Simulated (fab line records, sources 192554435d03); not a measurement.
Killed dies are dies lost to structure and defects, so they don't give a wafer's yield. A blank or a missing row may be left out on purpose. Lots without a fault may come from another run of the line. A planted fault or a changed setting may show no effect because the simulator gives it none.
A struck lot beside a sound one | flow n5_finfet | 15 steps out of a route of 1938
Sound: wafers L282.1, L282.3, L282.5. Struck: wafer L269.2. (L269.3 of the same lot was not struck and is left out.) The cause comes at the end.
At each step with rows: each side's tool, then ch and its chambers, then its first start. Under that, the readings that differ: sound wafers | struck wafers | difference of the means | sigmas: that difference in standard deviations of wafers without a fault.
alike: readings whose means differ by less than 2 such deviations, and words and numbers that are the same on both sides. not compared: withheld readings, readings that some wafer has no value for, bounds like >300 that may hide the same value, and numbers for which the record gives no deviation and whose values overlap.
The two part at a step that has a row with sigmas, a row that says differs or no value, or rows on one side only. Numbers that don't overlap but have no deviation are shown without sigmas and don't part them. A reading that every wafer of one side lacks parts them only if that side has two wafers or more.

first, 1 step without rows for these wafers: N5_BEOL_M0_SAQP_STRIP_80 (strips in N2/H2).
N5_BEOL_M0_SAQP_HM_OPEN_112: chemistry CHF3/O2, target SiO2, stops on a-Si, target depth 12 nm, time 13.5 s.
  sound on rie_diel-04 ch 0,2, day 10 04:40; struck on rie_diel-04 ch 3, day 6 19:00
  reading                     | sound       | struck | difference | sigmas
  drypump_motor_current_A (A) | 5.9 5.1 5.1 | 6.4    | +1.0       | +2
  alike: oes_product_au, rf_vpp_V, showerhead_plenum_p_Torr, throttle_valve_pct
  not compared: rf_hours_counter_h
then, 2 steps without rows for these wafers: N5_BEOL_M0_SAQP_STRIP_113 (strips in CHF3/O2); N5_BEOL_M0_SAQP_MANDREL_ETCH_20 (etches a-Si in HBr/Cl2, stops on SiNx, target depth 60 nm, bt time 10 s, time 30 s).
N5_BEOL_M0_SAQP_STRIP_86: strips in N2/H2.
  sound on rie_diel-02 ch 0,2, day 10 04:50; struck on rie_diel-04 ch 2, day 6 19:11
  reading               | sound          | struck | difference | sigmas
  oes_product_au (a.u.) | 0.96 0.89 0.91 | 0.70   | -0.22      | -3
  alike: bias_power_w, drypump_motor_current_A, rf_vpp_V, showerhead_plenum_p_Torr, temp_c, throttle_valve_pct
  not compared: rf_hours_counter_h
then, 3 steps without rows for these wafers: N5_BEOL_M0_SAQP_STRIP_115 (strips in post etch residue remover, time 60 s); N5_BEOL_M0_SAQP_SRD_93 (time 30 s); N5_BEOL_M0_SAQP_RECESS_114 (chemistry HF/NH3, target SiO2, target depth 14.4 nm, afs cycles 3, sublimation time 60 s).
N5_BEOL_M0_SAQP_SPACER1_ALD_98: deposits SiO2, target thk 12.8 nm, pulse time 1 s, purge time 2 s.
  sound on ald_sin-04 ch 0,1, day 10 05:50; struck on ald_sin-02 ch 1, day 6 21:02
  alike: heater_power_w, precursor_pulse_height_rel
N5_BEOL_M0_SAQP_SPACER1_ETCHBACK_99: etches SiO2 in CHF3/O2, target depth 15.4 nm, time 7.7 s.
  sound on rie_diel-01 ch 0,3, day 10 06:19; struck on rie_diel-02 ch 2, day 6 21:31
  alike: drypump_motor_current_A, oes_product_au, rf_vpp_V, showerhead_plenum_p_Torr, throttle_valve_pct
  not compared: rf_hours_counter_h
then, 1 step without rows for these wafers: N5_BEOL_M0_SAQP_MANDREL1_REMOVE_100 (chemistry HBr/Cl2/O2, target a-Si, stops on SiNx, bt time 10 s).
N5_BEOL_M0_SAQP_CD_MEAS_25: target cd 13.1 nm.
  sound on cd_sem-01 ch 0, day 10 06:30; struck on cd_sem-03 ch 0, day 6 21:43
  alike: cd_nm
N5_BEOL_M0_SAQP_ETCH_101: etches SiNx in CH3F/O2, target depth 29.9 nm, time 42.7 s.
  sound on rie_diel-01 ch 0,2,3, day 10 06:48; struck on rie_diel-01 ch 0, day 6 21:45
  reading                  | sound             | struck | difference | sigmas
  model.etch.depth_nm (nm) | 29.42 29.47 30.03 | 38.94  | +9.30      |
  alike: drypump_motor_current_A, oes_product_au, rf_vpp_V, showerhead_plenum_p_Torr, throttle_valve_pct
  not compared: rf_hours_counter_h
N5_BEOL_M0_SAQP_ETCH_102: etches SiO2 in CF4, target depth 4 nm, time 4.4 s.
  sound on rie_si-02 ch 0,1,2, day 10 06:55; struck on rie_si-03 ch 1, day 6 21:52
  alike: drypump_motor_current_A, he_backside_leak_sccm, oes_product_au, throttle_valve_pct
  not compared: rf_hours_counter_h
-- the record jumps here: 4 days lie between the struck wafers' starts before and after (it left off in module BEOL_M0_SAQP and takes up again in module BEOL_M4, whose first step shown is number 1111 of the route) --
N5_BEOL_M4_RC_MEAS_101:
  sound on prober-02 ch 0, day 14 10:21; struck on prober-02 ch 0, day 11 06:26
  reading   | sound                | struck | difference | sigmas
  VT_P (mV) | -251.4 -251.3 -251.4 | -246.5 | +4.9       | +2
  alike: DIBL_N, DIBL_P, IOFF_N, IOFF_P, ION_N, ION_P, SS_N, SS_P, VT_N

WHERE THEY PART
First at N5_BEOL_M0_SAQP_HM_OPEN_112; last, within this record, at N5_BEOL_M4_RC_MEAS_101.

WHY: what the simulator had put in
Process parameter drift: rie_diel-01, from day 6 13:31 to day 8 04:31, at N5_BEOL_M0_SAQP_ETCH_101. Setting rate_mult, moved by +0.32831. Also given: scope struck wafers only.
